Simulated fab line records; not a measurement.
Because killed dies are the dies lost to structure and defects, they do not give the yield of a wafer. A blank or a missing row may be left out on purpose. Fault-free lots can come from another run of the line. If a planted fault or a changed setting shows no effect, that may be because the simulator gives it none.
Split-lot study + flow n5-finfet + on a route of 1938 steps: 7 lots, 21 wafers read

SPLIT DETAILS
At N5_BEOL_M11_COAT_22 (resist thk 90 nm), the setting spin-rpm was moved away from the recipe's 1500 rpm on 8 of the 21 wafers read, by -7.8% to +10.1%. All remaining wafers had this setting at the recipe value.

FROM THE SPLIT TO THE READING: what the file shows between them, 4 steps
- N5_BEOL_M11_EXPOSE_25: exposes mask V10 (also split here: dose-mj)
- N5_BEOL_M11_PEB_26: peb time 60 s
- N5_BEOL_M11_DEVELOP_27: develop time 30 s
- N5_BEOL_M11_CD_MEAS_28: target cd 70 nm

THE READING
CAR-ArF_of_BEOL_M11_COAT_22.thk-nm (the simulator's own value, which no gauge read), in nm, at N5_BEOL_M11_DESCUM_33 (chemistry O2, time 7.9 s). There is no usual value for it anywhere in the file. The 13 wafers here that ran the recipe average 83.3 nm, standard deviation 0.35 nm.

| wafer  | tool, chamber at the split | spin-rpm as run, rpm | against the recipe | CAR-ArF_of_BEOL_M11_COAT_22.thk-nm, nm | against lot-mates on the recipe |
|--------|----------------------------|----------------------|--------------------|----------------------------------------|---------------------------------|
| L075.3 | litho-track-05, 0          | 1500                 | recipe             | 82.6                                   | -                               |
| L075.5 | litho-track-05, 0          | 1500                 | recipe             | 82.8                                   | -                               |
| L075.6 | litho-track-05, 0          | 1500                 | recipe             | 82.8                                   | -                               |
| L074.1 | litho-track-05, 0          | 1500                 | recipe             | 83.2                                   | -                               |
| L074.3 | litho-track-05, 0          | 1500                 | recipe             | 83.2                                   | -                               |
| L074.5 | litho-track-05, 0          | 1500                 | recipe             | 83.4                                   | -                               |
| L076.2 | litho-track-02, 0          | 1616                 | +7.7%              | 80                                     | -3.2                            |
| L076.4 | litho-track-02, 0          | 1500                 | recipe             | 83.2                                   | -                               |
| L076.6 | litho-track-02, 0          | 1616                 | +7.7%              | 79.8                                   | -3.4                            |
| L077.1 | litho-track-05, 0          | 1651                 | +10.1%             | 79.2                                   | no lot-mate on the recipe       |
| L077.2 | litho-track-05, 0          | 1651                 | +10.1%             | 79.2                                   | no lot-mate on the recipe       |
| L077.5 | litho-track-05, 0          | 1651                 | +10.1%             | 79                                     | no lot-mate on the recipe       |
| L084.3 | litho-track-02, 0          | 1500                 | recipe             | 83.4                                   | -                               |
| L084.4 | litho-track-02, 0          | 1383                 | -7.8%              | 87.2                                   | +3.9                            |
| L084.5 | litho-track-02, 0          | 1500                 | recipe             | 83.2                                   | -                               |
| L086.1 | litho-track-03, 0          | 1500                 | recipe             | 83.6                                   | -                               |
| L086.3 | litho-track-03, 0          | 1500                 | recipe             | 83.8                                   | -                               |
| L086.5 | litho-track-03, 0          | 1500                 | recipe             | 83.4                                   | -                               |
| L096.4 | litho-track-03, 0          | 1500                 | recipe             | 83.8                                   | -                               |
| L096.5 | litho-track-03, 0          | 1543                 | +2.9%              | 82.2                                   | -1.6                            |
| L096.6 | litho-track-03, 0          | 1543                 | +2.9%              | 82.2                                   | -1.6                            |

FIT RESULTS
A straight line over all 21 wafers: CAR-ArF_of_BEOL_M11_COAT_22.thk-nm changes by -0.433 nm for each +1% of spin-rpm; r = -0.99; the points scatter about the line by 0.33 nm.
The same after taking each lot's own level away (the mean of its wafers on the recipe; 18 wafers): -0.461 nm for each +1%; r = -0.99; scatter 0.19 nm.
On that fit, the largest move of spin-rpm shifts the reading by 4.6 nm.
The span of the lots' own levels, 82.73 to 83.80 nm, comes to 3.0 times the standard deviation stated above.
Hence the lot-to-lot level has little effect on the slope; both slopes agree.
Check: for one of the wafers moved furthest among these (-7.8%), held out of the fit, the line's prediction against its lot-mates is +3.38 nm. Against them it came out at +3.9 nm.

THESE WAFERS: OTHER SPLITS
Before the reading, these wafers also passed through other splits. Each is held against what the fit with the lots' levels taken away leaves over:
| other split on the same wafers     | wafers away from the commonest value | r with CAR-ArF_of_BEOL_M11_COAT_22.thk-nm (lot level and that fit taken away) |
|------------------------------------|--------------------------------------|-------------------------------------------------------------------------------|
| N5_BEOL_M7_DESCUM_33 time-s        | 7                                    | +0.00                                                                         |
| N5_BEOL_M8_DESCUM_33 time-s        | 5                                    | +0.48                                                                         |
| N5_BEOL_M8_ETCH_72 h2-flow-sccm    | 7                                    | +0.50                                                                         |
| N5_BEOL_M8_VIA_ETCH_34 source-w    | 9                                    | -0.12                                                                         |
| N5_BEOL_M8_TRENCH_ETCH_37 source-w | 8                                    | -0.01                                                                         |
| N5_BEOL_M9_ETCH_66 time-s          | 6                                    | -0.02                                                                         |
| N5_BEOL_M9_TRENCH_ETCH_37 time-s   | 6                                    | +0.43                                                                         |
| N5_BEOL_M11_ILD_DEP_00 time-s      | 6                                    | +0.12                                                                         |
| N5_BEOL_M11_EXPOSE_25 dose-mj      | 5                                    | -0.26                                                                         |

THE WHOLE CHAIN: every reading that the file lists as answering this split, in the file's order
| step                  | what it does             | reading                                                                             | change (the file's fit)               | r (the file's) |
|-----------------------|--------------------------|-------------------------------------------------------------------------------------|---------------------------------------|----------------|
| N5_BEOL_M11_COAT_22   | resist thk 90 nm         | CAR-ArF_of_BEOL_M11_COAT_22.thk-nm (the simulator's own value, which no gauge read) | -0.458 nm for each +1% of the setting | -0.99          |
| N5_BEOL_M11_DESCUM_33 | chemistry O2, time 7.9 s | CAR-ArF_of_BEOL_M11_COAT_22.thk-nm (the simulator's own value, which no gauge read) | -0.47 nm for each +1% of the setting  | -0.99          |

THE FILE'S OWN FIT
CAR-ArF_of_BEOL_M11_COAT_22.thk-nm changes by -0.47 nm for each +1% of spin-rpm, r = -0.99.
